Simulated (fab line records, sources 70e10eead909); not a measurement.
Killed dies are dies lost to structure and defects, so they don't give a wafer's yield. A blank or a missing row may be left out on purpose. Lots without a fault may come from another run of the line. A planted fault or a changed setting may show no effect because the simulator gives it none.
fab line records | flow nand_harc
record lots=5 wafers=15 last_day=33
route steps=1302 shown P_GATE@118 END@1302
lots that met no fault: from a run of the same line without faults
start_h: hours from the record's first day to the start of the lot's first wafer shown | wait_h: hours since the lot's step before | " the same as in the row above | L1.1+2: a row that stands for several wafers | - no value, or no start given | * or withheld: withheld | < > ~ a bound
route shown NAME@n: a module of which the file shows steps, and the number in the route of the first | usual: mean/standard deviation of fault-free wafers | same: alike in all rows | chamber/n: place in a boat | sites: the reading at each site | _std_site: their standard deviation | _edge_site: outer sites' mean less inner sites' | radius_mm: how far each site lies from the wafer's centre | mask NAME#n: copy n | behind: the tool/chamber that last shaped the wafer | hold: why the lot was held/for how many hours/how that ended | device: the transistor (n, p or np) that didn't switch | end of line: the same wafers' tests at the end of the route | a step without rows: its recipe alone | killed: dies lost to structure and defects at the first sort, not the wafer's yield | map: a wafer's dies, x killed, . not, _ none there
set.NAME: the setting as run; set.NAME@STEP: as run at that earlier step | model.NAME: the simulator's own value behind a step, which no gauge read
lots at some steps of the route; a table a step, a row a wafer
## steps
# step NHARC_P_GATE_EBR_07
# step NHARC_P_GATE_EXPOSE_08
# recipe na=0.6 dose_mj=16.75 mask_id=P_HV
# step NHARC_P_GATE_PEB_09
# recipe peb_temp_c=118 peb_time_s=85
# step NHARC_P_GATE_DEVELOP_10
# recipe time_s=70
# step NHARC_P_GATE_HARDBAKE_12
# recipe temp_c=125 time_s=80
# step NHARC_P_GATE_DESCUM_13
# recipe time_s=3 o2_flow_sccm=200 ar_flow_sccm=0 bias_power_w=0 chemistry=O2
# step NHARC_P_GATE_ETCH_14
# recipe target_depth_a=488 chemistry=dHF material=SiO2
# step NHARC_P_GATE_STRIP_15
# recipe time_s=780 temp_c=130 chemistry=SPM
# step NHARC_P_GATE_PRECLEAN_71
# recipe time_s=* temp_c=50 bath_age_min=0 chemistry=SC1
# step NHARC_P_GATE_SRD_72
# step NHARC_P_GATE_OXIDE_16
# recipe target_thk_a=30 temp_c=875 ox_time_s=392 material=SiO2
# step NHARC_P_GATE_CVD_17
# recipe target_thk_a=1500 temp_c=620 time_s=900 material=poly-Si
# usual tube_center_temp_C=620/0.057 zone_power_top_pct=20.2/0.7
# columns lot.wafer tool chamber start_h wait_h tube_center_temp_C zone_power_top_pct
L662.1 lpcvd_poly-01 0 214.65 2.7 620.1 20.2
L662.3 " 0 " " 619.99 20.2
L662.4 " 0 " " 620.01 20.3
L664.3 lpcvd_poly-01 0 239.20 2.7 619.98 20.4
L664.5 " 0 " " 619.94 20.2
L664.6 " 0 " " 620.02 20.4
L665.1 lpcvd_poly-01 0 239.20 2.7 620.12 20.2
L665.2 " 0 " " 619.92 20.4
L665.5 " 0 " " 620.01 20.0
L669.1 lpcvd_poly-03 0 284.11 3.2 619.97 18.9
L669.2 " 0 " " 620.01 18.7
L669.3 " 0 " " 620.01 18.9
L672.1 lpcvd_poly-01 0 320.10 2.7 619.86 20.7
L672.2 " 0 " " 619.93 20.6
L672.3 " 0 " " 620.03 20.1
# step NHARC_P_GATE_HM_DEP_102
# recipe target_thk_a=1200 temp_c=400 material=aC
# step NHARC_P_GATE_DEP_103
# recipe target_thk_a=300 target_thk_nm=30 temp_c=400 flow_sccm=200 rf_w=350 material=SiON
# step NHARC_P_GATE_DEHYDRATE_18
# recipe temp_c=150 time_s=120
# step NHARC_P_GATE_HMDS_19
# recipe time_s=30
# step NHARC_P_GATE_COAT_20
# recipe spin_rpm=1500 resist_thk_nm=90
# step NHARC_P_GATE_SOFTBAKE_21
# recipe temp_c=105 time_s=55
# step NHARC_P_GATE_EBR_22
# step NHARC_P_GATE_EXPOSE_23
# recipe na=1.35 target_cd_nm=120 dose_mj=93.91 mask_id=P_GATE
# step NHARC_P_GATE_PEB_24
# recipe peb_temp_c=100 peb_time_s=65
# step NHARC_P_GATE_DEVELOP_25
# recipe develop_time_s=35 dev_temp_c=23
# step NHARC_P_GATE_INSPECT_28
# usual raw_defect_count=6.4/2.9
# columns lot.wafer tool chamber start_h wait_h raw_defect_count
L662.1 defect_inspect-02 - 221.32 0.0 557
L662.3 " - " " 590
L662.4 " - " " 606
L665.1 defect_inspect-02 - 246.25 0.0 616
L665.2 " - " " 577
L665.5 " - " " 547
L664.3 defect_inspect-01 - 246.90 0.0 515
L664.5 " - " " 577
L664.6 " - " " 559
L669.1 defect_inspect-02 - 290.31 0.0 8
L669.2 " - " " 6
L669.3 " - " " 9
L672.1 defect_inspect-02 - 324.18 0.0 5
L672.2 " - " " 2
L672.3 " - " " 7
# step NHARC_P_GATE_DESCUM_31
# recipe time_s=3 o2_flow_sccm=200 ar_flow_sccm=0 bias_power_w=0 chemistry=O2
# step NHARC_P_GATE_ETCH_104
# recipe target_depth_a=600 time_s=withheld cf4_flow_sccm=100 chf3_flow_sccm=30 ar_flow_sccm=0 rf_w=500 bias_w=200 chemistry=CF4/CHF3
# step NHARC_P_GATE_HM_OPEN_105
# recipe target_depth_a=3600 o2_flow_sccm=400 cos_flow_sccm=20 ar_flow_sccm=0 rf_w=500 bias_w=300 chemistry=O2/COS
# step NHARC_P_GATE_STRIP_106
# recipe o2_flow_sccm=400 cos_flow_sccm=20 ar_flow_sccm=0 bias_w=0 chemistry=O2/COS
# step NHARC_P_GATE_ETCH_114
# recipe target_depth_a=300 overetch_a=30 time_s=16.5 ion_energy_ev=100 cf4_flow_sccm=80 o2_flow_sccm=20 ar_flow_sccm=0 rf_w=300 bias_w=100 chemistry=CF4/O2
# step NHARC_P_GATE_ETCH_32
# recipe target_depth_a=1500 over_etch_frac=1 over_etch_ion_energy_ev=40 time_s=100.1 hbr_flow_sccm=150 cl2_flow_sccm=50 rf_w=400 icp_w=400 bias_w=100 chemistry=HBr/Cl2
# step NHARC_P_GATE_STRIP_108
# recipe o2_flow_sccm=500 ar_flow_sccm=0 bias_w=0 chemistry=O2
# step NHARC_P_GATE_STRIP_35
# recipe time_s=600 temp_c=130 chemistry=SPM
# step NHARC_P_GATE_PRECLEAN_73
# recipe time_s=* temp_c=50 bath_age_min=0 chemistry=SC1
# step NHARC_P_GATE_SRD_74
# step NHARC_P_GATE_ALD_36
# recipe target_thk_a=200 pulse_time_s=60 ald_cycles=223 temp_c=400 material=SiNx
# step NHARC_P_GATE_ETCHBACK_37
# recipe target_depth_a=345 time_s=17.2 chf3_flow_sccm=50 o2_flow_sccm=10 ar_flow_sccm=200 rf_w=500 bias_w=200 chemistry=CHF3/O2
# step NHARC_P_GATE_STRIP_101
# recipe time_s=20 o2_flow_sccm=500 ar_flow_sccm=0 bias_w=0 chemistry=O2
# step NHARC_P_GATE_PRECLEAN_97
# recipe time_s=600 temp_c=120 chemistry=SPM
# step NHARC_P_GATE_SRD_98
# step NHARC_P_GATE_INSPECT_68
# usual raw_defect_count=199/64
# columns lot.wafer tool chamber start_h wait_h raw_defect_count
L662.1 defect_inspect-01 - 239.70 0.2 871
L662.3 " - " " 858
L662.4 " - " " 882
L665.1 defect_inspect-01 - 264.68 0.2 837
L665.2 " - " " 795
L665.5 " - " " 716
L664.3 defect_inspect-01 - 265.51 0.1 857
L664.5 " - " " 761
L664.6 " - " " 848
L669.1 defect_inspect-01 - 310.74 0.2 212
L669.2 " - " " 136
L669.3 " - " " 187
L672.1 defect_inspect-02 - 342.62 0.2 136
L672.2 " - " " 176
L672.3 " - " " 222
# step NHARC_END_SORT_01
# recipe temp_c=25
# usual killed_at_array=56/18 killed_at_other=1.4/1.5 killed_at_periphery=4/3.1 killed_dies=61/19 killed_open=3.5/1.8 killed_short=2.4/1.4
# same gross_dies=677
# columns lot.wafer tool chamber start_h wait_h killed_at_array killed_at_other killed_at_periphery killed_dies killed_open killed_short
L662.1 prober-01 0 708.75 2.5 73 0 91 164 4 0
L662.3 prober-01 0 710.33 3.1 81 1 90 172 2 1
L662.4 prober-01 0 711.13 3.4 79 0 97 176 4 2
L664.3 prober-02 0 730.84 3.1 38 1 86 125 1 3
L664.5 prober-02 0 732.41 3.6 41 1 85 127 2 1
L664.6 prober-02 0 733.19 3.9 38 3 93 134 5 1
L665.1 prober-01 0 738.57 2.5 44 1 96 141 0 4
L665.2 prober-01 0 739.37 2.8 45 4 86 135 1 2
L665.5 prober-01 0 741.78 3.7 49 1 84 134 3 1
# killed by level:class
L662.1 P_GATE:unspecified=90 A_CHANNEL_HOLE_D1:chamber_film_flake=32 A_SLIT:chamber_film_flake=26 A_WL_FILL:chamber_film_flake=4 A_ZERO_WELL:chamber_film_flake=3 A_STAIRCASE:chamber_film_flake=2 A_CHANNEL_HOLE_D1:geometric_particle:open=1 A_ONON_D2:geometric_particle:open=1
L662.3 P_GATE:unspecified=88 A_SLIT:chamber_film_flake=38 A_CHANNEL_HOLE_D1:chamber_film_flake=37 P_BONDPAD:chamber_film_flake=2 A_WL_FILL:chamber_film_flake=2 A_SGD_CUT:geometric_particle:open=1 A_SGD_CUT:geometric_particle:short=1 A_M0:geometric_particle:open=1
L662.4 P_GATE:unspecified=94 A_CHANNEL_HOLE_D1:chamber_film_flake=43 A_SLIT:chamber_film_flake=28 A_ONON_D2:geometric_particle:open=2 P_CONTACT:geometric_particle:short=1 A_SOURCE_PLATE:geometric_particle:open=1 A_CHANNEL_FILL_D2:geometric_particle:short=1 A_M1:geometric_particle:open=1
L664.3 P_GATE:unspecified=85 A_CHANNEL_HOLE_D2:chamber_film_flake=17 A_CHANNEL_HOLE_D1:chamber_film_flake=8 A_SLIT:chamber_film_flake=4 A_CONTACT:chamber_film_flake=3 A_SOURCE_PLATE:geometric_particle:short=1 A_CHANNEL_FILL_D1:geometric_particle:open=1 A_CHANNEL_FILL_D1:geometric_particle:short=1
L664.5 P_GATE:unspecified=85 A_CHANNEL_HOLE_D2:chamber_film_flake=22 A_CHANNEL_HOLE_D1:chamber_film_flake=11 A_SLIT:chamber_film_flake=3 A_CHANNEL_FILL_D1:geometric_particle:open=1 A_WL_FILL:geometric_particle:short=1 A_M0:geometric_particle:open=1 A_BLC:chamber_film_flake=1
L664.6 P_GATE:unspecified=88 A_CHANNEL_HOLE_D2:chamber_film_flake=20 A_CHANNEL_HOLE_D1:chamber_film_flake=6 A_SLIT:chamber_film_flake=5 THIN_TSV:chamber_film_flake=2 P_CONTACT:geometric_particle:open=1 P_M0:geometric_particle:open=1 A_CHANNEL_FILL_D1:geometric_particle:short=1
L665.1 P_GATE:unspecified=90 A_CHANNEL_HOLE_D1:chamber_film_flake=30 A_STAIRCASE:chamber_film_flake=5 P_ZERO_WELL:chamber_film_flake=4 A_SLIT:chamber_film_flake=2 A_CONTACT:chamber_film_flake=2 P_CONTACT:geometric_particle:short=1 A_ONON_D2:geometric_particle:short=1
L665.2 P_GATE:unspecified=84 A_CHANNEL_HOLE_D1:chamber_film_flake=33 A_SLIT:chamber_film_flake=5 THIN_TSV:chamber_film_flake=4 P_GATE:chamber_film_flake=2 A_CHANNEL_FILL_D1:geometric_particle:open=1 A_ONON_D2:geometric_particle:short=1 A_CHANNEL_FILL_D2:geometric_particle:short=1
L665.5 P_GATE:unspecified=82 A_CHANNEL_HOLE_D1:chamber_film_flake=34 A_CHANNEL_FILL_D2:geometric_particle:open=2 P_ZERO_WELL:chamber_film_flake=2 A_SLIT:chamber_film_flake=2 A_WL_FILL:chamber_film_flake=2 A_STAIRCASE:chamber_film_flake=2 A_CONTACT:chamber_film_flake=2
# map L662.4 (x killed, . not)
____________.____________
_________......._________
_______..........._______
______..........x.x______
_____..........x.xx._____
____.............xxx.____
____..........x.xxxxx____
___.............xxxxx.___
___.....xx.....xxx.xx.___
__......x.......xxxxxx.__
__...x.xx.x....xxx.xx..__
_....xxxxxx.....x..xx..._
_....xxxxxxx.....xx....._
_..xxxxxxxx.x....x.xxx.._
_...xxxxxxxx............_
_.x.xxxxxxxx..x........._
...xxxxxxxxx.............
....xxxxxxxx.............
....xxxxxxxx.............
....xxxxxxxx.............
....xxxxxx.x.............
_.x...xxx.x.x..........._
_...xx...x.............._
_......................._
_........x.............._
_......................._
__............x........__
__.....................__
___........x...x......___
___..........x........___
____.......xx.x...x..____
____.......xx........____
_____...xxxxxxxx...._____
______....xxxx.....______
_______...xxxxxx.._______
_________xxxxxx._________
____________x____________
# map L664.6 (x killed, . not)
____________.____________
_________......._________
_______..........._______
______....x........______
_____......x........_____
____................x____
____.x..........x....____
___..............x....___
___......x........x.x.___
__......x.x............__
__...x..xx.............__
_....x.xxxx............._
_..x.xxxxxx............x_
_..xxxxxxxxxx..........._
_..xxxxxxxxx............_
_.x.xxxxxxx.x..........._
....xxxxxxxx..........x..
...xxxxxxxxxx............
....xxxxxx.x.............
....xxxxxxx...........x..
......xxxxx..............
_.....xxx..............._
_.....x.xxx............._
_......................._
_.......x.............x._
_......................._
__.....................__
__....x................__
___...................___
___........xx.........___
____.....xx.xxx......____
____.....xx.xxx..x..x____
_____....x...x.x...._____
______..x.x.x.xx...______
_______....xxxxx.._______
_________..xx..._________
____________x____________
## key
first_sign step=NHARC_P_GATE_INSPECT_28 reading=raw_defect_count direction=up sigmas=99+ usual=6.4 struck=571.6
effect step=NHARC_P_GATE_INSPECT_68 reading=raw_defect_count direction=up sigmas=9.8 usual=199 struck=825
effect step=NHARC_END_SORT_01 reading=killed_at_periphery direction=up sigmas=28 usual=4 struck=90
more_kills_born_at NHARC_P_GATE_CVD_17@lpcvd_poly-01=786
met_at NHARC_P_GATE_CVD_17
struck_wafers L662.1,L662.3,L662.4,L664.3,L664.5,L664.6,L665.1,L665.2,L665.5
tester_left_out L662,L664,L665
fault kind=chamber_particle_source tool=lpcvd_poly-01 chamber=- onset_h=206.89 steps=NHARC_P_GATE_CVD_17 rate_per_visit_cm2=0.8907 end_h=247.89
# tester_left_out: of these lots the tester's yield and bins aren't shown, on N5 and GAA mostly nor the transistor test; their killed dies are dies lost to structure and defects alone, not to doping, threshold or leakage, so they don't give the yield
